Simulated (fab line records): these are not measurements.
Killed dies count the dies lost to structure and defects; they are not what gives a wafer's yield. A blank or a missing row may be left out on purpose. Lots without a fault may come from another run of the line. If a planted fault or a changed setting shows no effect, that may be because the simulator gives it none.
Which tool did it? ; flow n5 finfet ; 21 lots, 63 wafers sampled, at 5 steps of a route of 1938

## WHAT THE GAUGES SHOWED, per wafer
N5_BEOL_M8_THK_MEAS_01. Usual: M8_ILD_THK gives 155.4 nm (standard deviation 2.1).
lot;measured;on;M8_ILD_THK (nm);flag
L074;day 9 04:56;film metro-02;152.4 152.8 155.1;
L075;day 9 16:59;film metro-02;152.5 153.6 154.9;
L076;day 10 01:03;film metro-02;155.9 156.9 156.1;
L077;day 10 05:54;film metro-02;155.0 154.2 155.2;
L078;day 10 11:25;film metro-01;153.8 156.1 156.2;
L079;day 10 18:47;film metro-01;154.8 155.4 157.1;
L080;day 11 00:33;film metro-02;152.7 155.7 156.4;
L084;day 11 07:45;film metro-02;156.7 156.5 158.8;
L082;day 11 13:47;film metro-02;157.2 154.1 159.0;
L083;day 11 21:58;film metro-02;156.0 158.6 159.0;
L085;day 12 07:26;film metro-02;156.2 159.8 159.5;
L086;day 12 07:07;film metro-02;152.7 157.4 157.6;
L087;day 12 22:21;film metro-02;153.9 158.5 158.0;
L088;day 13 01:43;film metro-01;155.1 154.5 158.9;
L090;day 13 05:55;film metro-02;153.9 155.7 157.3;
L091;day 15 11:18;film metro-02;154.3 154.7 155.2;
L092;day 13 19:17;film metro-01;154.4 155.3 152.3;
L095;day 14 02:35;film metro-02;152.4 151.6 154.8;
L094;day 14 14:41;film metro-02;155.4 153.1 154.1;
L096;day 14 18:17;film metro-01;150.4 152.6 155.1;
L097;day 14 23:23;film metro-02;152.4 153.4 155.0;

## TOOL THAT RAN EACH LOT (tool first, then ch and the chambers of the sampled wafers, then the start)
lot;N5_BEOL_M7_DESCUM_16;N5_BEOL_M7_DESCUM_33;N5_BEOL_M7_ETCH_41;N5_BEOL_M7_CMP_52
L074;rie diel-04 ch 0,1,2, day 8 22:43;rie diel-05 ch 0,1,2, day 9 01:01;rie diel-05 ch 0,1,2, day 9 03:52 or earlier;cmp-03 ch 1,2,3, day 9 03:52
L075;rie diel-05 ch 0,1,2, day 9 09:31;rie diel-04 ch 0,1,2, day 9 13:16;rie diel-04 ch 0,1,2, day 9 15:54 or earlier;cmp-02 ch 1,3, day 9 15:54
L076;rie diel-04 ch 0,1,2, day 9 19:23;rie diel-04 ch 1,2, day 9 20:26;rie diel-04 ch 1,2, day 9 23:59 or earlier;cmp-01 ch 0,3, day 9 23:59
L077;rie diel-04 ch 1,2,3, day 9 23:49;rie diel-05 ch 0,1, day 10 02:07;rie diel-05 ch 0,1, day 10 04:53 or earlier;cmp-03 ch 1,2,3, day 10 04:53
L078;rie diel-04 ch 2,3, day 10 03:23;rie diel-05 ch 0,2,3, day 10 06:18;rie diel-05 ch 0,2,3, day 10 10:14 or earlier;cmp-02 ch 1,3, day 10 10:14
L079;rie diel-05 ch 0,1,2, day 10 14:00;rie diel-03 ch 0,2,3, day 10 14:58;rie diel-03 ch 0,2,3, day 10 17:47 or earlier;cmp-02 ch 0,1,2, day 10 17:47
L080;rie diel-03 ch 0,1,3, day 10 18:20;rie diel-05 ch 1,2,3, day 10 21:15;rie diel-05 ch 1,2,3, day 10 23:35 or earlier;cmp-03 ch 0,2,3, day 10 23:35
L084;rie diel-05 ch 0,1,2, day 11 02:44;rie diel-04 ch 1,3, day 11 04:22;rie diel-04 ch 1,3, day 11 06:39 or earlier;cmp-02 ch 1,2,3, day 11 06:39
L082;rie diel-05 ch 1,2, day 11 07:23;rie diel-04 ch 0,2,3, day 11 08:31;rie diel-04 ch 0,2,3, day 11 12:31 or earlier;cmp-03 ch 0,1,3, day 11 12:31
L083;rie diel-03 ch 0,3, day 11 17:05;rie diel-04 ch 0,1, day 11 18:31;rie diel-04 ch 0,1, day 11 20:52 or earlier;cmp-02 ch 1,2,3, day 11 20:52
L085;rie diel-05 ch 0,2, day 12 02:13;rie diel-03 ch 0,1,3, day 12 03:48;rie diel-03 ch 0,1,3, day 12 06:24 or earlier;cmp-03 ch 0,1, day 12 06:24
L086;rie diel-03 ch 2,3, day 12 02:25;rie diel-03 ch 0,2,3, day 12 03:24;rie diel-03 ch 0,2,3, day 12 06:05 or earlier;cmp-02 ch 2,3, day 12 06:05
L087;rie diel-04 ch 1,2,3, day 12 15:51;rie diel-03 ch 1,3, day 12 17:44;rie diel-03 ch 1,3, day 12 21:17 or earlier;cmp-02 ch 1,3, day 12 21:17
L088;rie diel-03 ch 1,3, day 12 18:59;rie diel-05 ch 1,2, day 12 20:49;rie diel-05 ch 1,2, day 13 00:39 or earlier;cmp-02 ch 0,1, day 13 00:39
L090;rie diel-04 ch 0,1,3, day 13 00:42;rie diel-05 ch 0,1,2, day 13 01:56;rie diel-05 ch 0,1,2, day 13 04:51 or earlier;cmp-01 ch 0,1,3, day 13 04:51
L091;rie diel-04 ch 1,3, day 13 06:50;rie diel-04 ch 0,3, day 13 08:58;rie diel-04 ch 0,3, day 15 10:14 or earlier;cmp-02 ch 0,3, day 15 10:14
L092;rie diel-05 ch 0,2,3, day 13 14:49;rie diel-05 ch 0,3, day 13 15:50;rie diel-05 ch 0,3, day 13 18:15 or earlier;cmp-03 ch 0,1, day 13 18:15
L095;rie diel-03 ch 0,2,3, day 13 20:20;rie diel-03 ch 0,1,3, day 13 23:24;rie diel-03 ch 0,1,3, day 14 01:30 or earlier;cmp-01 ch 1,2,3, day 14 01:30
L094;rie diel-03 ch 0,1,3, day 14 07:52;rie diel-03 ch 1,2,3, day 14 09:37;rie diel-03 ch 1,2,3, day 14 13:20 or earlier;cmp-01 ch 0,1,2, day 14 13:20
L096;rie diel-05 ch 0,2,3, day 14 11:55;rie diel-05 ch 0,2,3, day 14 13:45;rie diel-05 ch 0,2,3, day 14 16:45 or earlier;cmp-03 ch 0,1,2, day 14 16:45
L097;rie diel-05 ch 0,1,3, day 14 18:03;rie diel-05 ch 1,2,3, day 14 19:44;rie diel-05 ch 1,2,3, day 14 22:18 or earlier;cmp-03 ch 0,3, day 14 22:18
- N5_BEOL_M7_DESCUM_16: chemistry O2, time 7.9 s.
- N5_BEOL_M7_DESCUM_33: chemistry O2, time 7 s.
- N5_BEOL_M7_ETCH_41: etches SiCN in CH3F/O2, target depth 31.9 nm, time 57.8 s.
- N5_BEOL_M7_CMP_52: polishes, stops on SiCOH lowk, t overpolish 6.9 s, target thk 80 nm.

## AS READ BY THE TOOLS THEMSELVES (means over the sampled wafers that have a number; for cases with no such wafer, the mark the record gives instead)
N5_BEOL_M7_DESCUM_16. Usual: for bias power w, 20.01 W with a standard deviation of 0.064; for drypump motor current A, 5.7 A with a standard deviation of 0.46; for oes product au, 0.79 a.u. with a standard deviation of 0.066; for rf vpp V, 243.5 V with a standard deviation of 1.6; for showerhead plenum p Torr, 2.10 Torr with a standard deviation of 0.084; for temp c, 40.00 C with a standard deviation of 0.11; for throttle valve pct, 20.44 % with a standard deviation of 0.18.
lot;tool;bias power w (W);drypump motor current A (A);oes product au (a.u.);rf vpp V (V);showerhead plenum p Torr (Torr);temp c (C);throttle valve pct (%);flag
L074;rie diel-04;19.98;5.4;0.78;243.3;2.09;40.08;20.43;
L075;rie diel-05;20.01;5.7;0.86;244.5;2.15;39.99;20.42;
L076;rie diel-04;20.04;5.5;0.77;243.2;2.09;39.95;20.45;
L077;rie diel-04;20.03;5.4;0.77;243.0;2.06;39.98;20.44;
L078;rie diel-04;20.01;5.2;0.73;243.7;2.10;39.94;20.26;
L079;rie diel-05;20.00;5.7;0.85;243.7;2.15;39.99;20.42;
L080;rie diel-03;20.01;5.8;0.79;244.6;2.10;40.16;20.50;
L084;rie diel-05;20.01;5.7;0.83;245.1;2.15;40.04;20.44;
L082;rie diel-05;20.06;5.4;0.84;244.7;2.21;39.96;20.34;
L083;rie diel-03;20.05;5.8;0.84;244.5;2.17;40.00;20.51;
L085;rie diel-05;19.90;6.0;0.83;243.4;2.09;40.01;20.59;
L086;rie diel-03;20.07;6.1;0.86;245.0;2.18;39.97;20.40;
L087;rie diel-04;20.01;5.4;0.74;242.7;2.06;40.05;20.47;
L088;rie diel-03;19.95;6.0;0.77;243.2;2.07;39.97;20.49;
L090;rie diel-04;20.01;5.9;0.76;242.1;2.03;39.94;20.52;
L091;rie diel-04;20.07;5.8;0.74;241.9;2.00;40.04;20.52;
L092;rie diel-05;19.97;5.7;0.85;242.8;2.09;40.03;20.37;
L095;rie diel-03;20.05;5.9;0.80;243.7;2.13;40.05;20.45;
L094;rie diel-03;20.00;5.8;0.76;242.8;2.09;39.82;20.55;
L096;rie diel-05;19.96;5.7;0.85;243.0;2.09;40.08;20.39;
L097;rie diel-05;20.01;5.7;0.84;243.4;2.09;40.06;20.34;

N5_BEOL_M7_DESCUM_33. Usual: for bias power w, 20.00 W with a standard deviation of 0.058; for drypump motor current A, 5.7 A with a standard deviation of 0.46; for oes product au, 0.80 a.u. with a standard deviation of 0.071; for rf vpp V, 243.3 V with a standard deviation of 1.6; for showerhead plenum p Torr, 2.10 Torr with a standard deviation of 0.081; for temp c, 39.98 C with a standard deviation of 0.12; for throttle valve pct, 20.42 % with a standard deviation of 0.21.
lot;tool;bias power w (W);drypump motor current A (A);oes product au (a.u.);rf vpp V (V);showerhead plenum p Torr (Torr);temp c (C);throttle valve pct (%);flag
L074;rie diel-05;19.99;5.7;0.86;243.2;2.15;39.79;20.41;
L075;rie diel-04;20.00;5.4;0.77;244.3;2.09;39.99;20.44;
L076;rie diel-04;20.04;5.2;0.80;243.2;2.07;39.96;20.56;
L077;rie diel-05;20.05;5.7;0.86;244.2;2.15;39.94;20.37;
L078;rie diel-05;19.98;5.7;0.80;242.9;2.10;39.91;20.46;
L079;rie diel-03;20.00;5.9;0.83;243.5;2.14;39.99;20.41;
L080;rie diel-05;20.01;5.3;0.80;244.4;2.16;40.05;20.32;
L084;rie diel-04;19.94;5.8;0.76;242.0;2.00;39.93;20.51;
L082;rie diel-04;20.01;5.7;0.72;242.6;2.08;40.10;20.34;
L083;rie diel-04;19.88;6.0;0.75;243.3;2.06;40.00;20.53;
L085;rie diel-03;19.97;5.8;0.77;242.0;2.10;40.14;20.53;
L086;rie diel-03;19.96;5.9;0.81;242.6;2.14;40.01;20.43;
L087;rie diel-03;20.01;6.0;0.76;242.8;2.07;40.03;20.49;
L088;rie diel-05;19.97;5.4;0.82;244.9;2.20;39.96;20.32;
L090;rie diel-05;19.99;5.7;0.82;244.6;2.14;39.99;20.44;
L091;rie diel-04;20.00;6.2;0.71;242.7;2.05;39.84;20.42;
L092;rie diel-05;19.98;5.7;0.91;242.0;2.04;40.05;20.23;
L095;rie diel-03;20.04;5.8;0.77;243.0;2.09;40.02;20.54;
L094;rie diel-03;20.07;6.1;0.79;242.2;2.10;39.93;20.43;
L096;rie diel-05;19.95;5.7;0.84;244.3;2.09;39.92;20.38;
L097;rie diel-05;19.93;5.3;0.84;244.3;2.15;39.84;20.25;

N5_BEOL_M7_ETCH_41. Usual: drypump motor current A 5.7 A, standard deviation 0.46; oes product au 0.80 a.u., standard deviation 0.072; rf vpp V 297.3 V, standard deviation 1.7; showerhead plenum p Torr 2.01 Torr, standard deviation 0.077; throttle valve pct 16.32 %, standard deviation 0.2.
lot;tool;drypump motor current A (A);oes product au (a.u.);rf vpp V (V);showerhead plenum p Torr (Torr);throttle valve pct (%);flag
L074;rie diel-05;5.7;0.86;298.4;2.06;16.24;
L075;rie diel-04;5.5;0.77;297.8;2.00;16.35;
L076;rie diel-04;5.2;0.80;296.5;1.99;16.46;
L077;rie diel-05;5.6;0.87;297.6;2.06;16.24;
L078;rie diel-05;5.7;0.80;297.0;2.01;16.33;
L079;rie diel-03;5.9;0.82;297.4;2.05;16.34;
L080;rie diel-05;5.3;0.80;298.5;2.06;16.21;
L084;rie diel-04;5.8;0.76;296.5;1.91;16.39;
L082;rie diel-04;5.7;0.72;296.6;1.98;16.27;
L083;rie diel-04;6.0;0.75;296.4;1.97;16.40;
L085;rie diel-03;5.8;0.78;297.0;2.01;16.46;
L086;rie diel-03;5.9;0.82;298.2;2.04;16.37;
L087;rie diel-03;6.0;0.76;296.5;1.98;16.41;
L088;rie diel-05;5.3;0.83;299.1;2.10;16.17;
L090;rie diel-05;5.7;0.83;297.2;2.04;16.30;
L091;rie diel-04;6.2;0.70;296.0;1.95;16.32;
L092;rie diel-05;5.6;0.90;295.3;1.96;16.11;
L095;rie diel-03;5.8;0.76;295.3;2.00;16.49;
L094;rie diel-03;6.0;0.78;297.5;2.01;16.34;
L096;rie diel-05;5.7;0.84;297.8;2.00;16.24;
L097;rie diel-05;5.3;0.84;298.4;2.05;16.11;

N5_BEOL_M7_CMP_52. Usual: for barrier field endpoint s, 29.0 s with a standard deviation of 0.77; for edge zone pressure frac, 1.000 with a standard deviation of 0.0045; for motor current A, 6.3 A with a standard deviation of 0.77; for overpolish run s, 6.902 s with a standard deviation of 0.01; for pad life wafers, 1100 with a standard deviation of 680; for retaining ring pressure frac, 1.000 with a standard deviation of 0.0048; for time to endpoint s, 62.8 s with a standard deviation of 2.8.
lot;tool;barrier field endpoint s (s);edge zone pressure frac;motor current A (A);overpolish run s (s);pad life wafers;retaining ring pressure frac;time to endpoint s (s);flag
L074;cmp-03;29.2;1.002;6.6;6.900;1315;0.994;63.3;
L075;cmp-02;28.8;0.998;6.3;6.900;1694;1.005;61.5;
L076;cmp-01;29.2;0.997;7.8;6.899;590;0.999;64.5;
L077;cmp-03;28.7;0.998;6.5;6.905;1526;1.000;65.3;
L078;cmp-02;29.1;0.998;6.0;6.903;1807;1.003;63.0;
L079;cmp-02;28.1;1.001;6.5;6.900;1862;0.997;59.5;
L080;cmp-03;29.5;1.002;6.3;6.895;1689;0.998;67.7;
L084;cmp-02;29.6;0.998;6.3;6.897;1957;1.003;62.6;
L082;cmp-03;28.8;1.000;5.9;6.900;1796;1.001;62.6;
L083;cmp-02;28.3;1.005;6.3;6.905;2060;0.997;59.4;
L085;cmp-03;30.0;1.003;6.2;6.904;1945;0.997;63.4;
L086;cmp-02;28.8;1.007;6.4;6.903;26;1.001;64.3;
L087;cmp-02;28.8;0.997;6.3;6.901;205;0.995;61.1;
L088;cmp-02;27.8;0.999;6.5;6.914;260;1.002;57.7;
L090;cmp-01;29.4;0.999;7.3;6.904;1082;0.999;62.3;
L091;cmp-02;28.5;0.997;5.8;6.907;660;1.001;60.6;
L092;cmp-03;29.4;0.999;6.0;6.903;211;1.002;65.9;
L095;cmp-01;28.9;1.001;6.5;6.897;1273;1.000;61.9;
L094;cmp-01;28.5;1.000;6.2;6.912;1375;0.996;62.8;
L096;cmp-03;29.4;1.001;6.3;6.903;374;0.997;65.0;
L097;cmp-03;30.0;0.997;5.7;6.899;450;0.999;64.5;

## THE ANSWER, worked out from the rows above alone
Rule: take the mean of a lot's wafers that have a number; if it is more than 3 standard deviations from the usual mean, the lot is off. Also off: a lot with no number at a reading for which 4 or more lots have one. The other lots that the step has rows for count as sound. First the gauges in route order, then the tools' own readings, where a lot's mean is used as printed above. The first step at which some lot is off is used, and at that step the reading that is off furthest; a lot without a number counts as furthest.
None of the lots is off at any reading shown; this tells nothing.

## WHAT WAS PUT IN BY THE SIMULATOR
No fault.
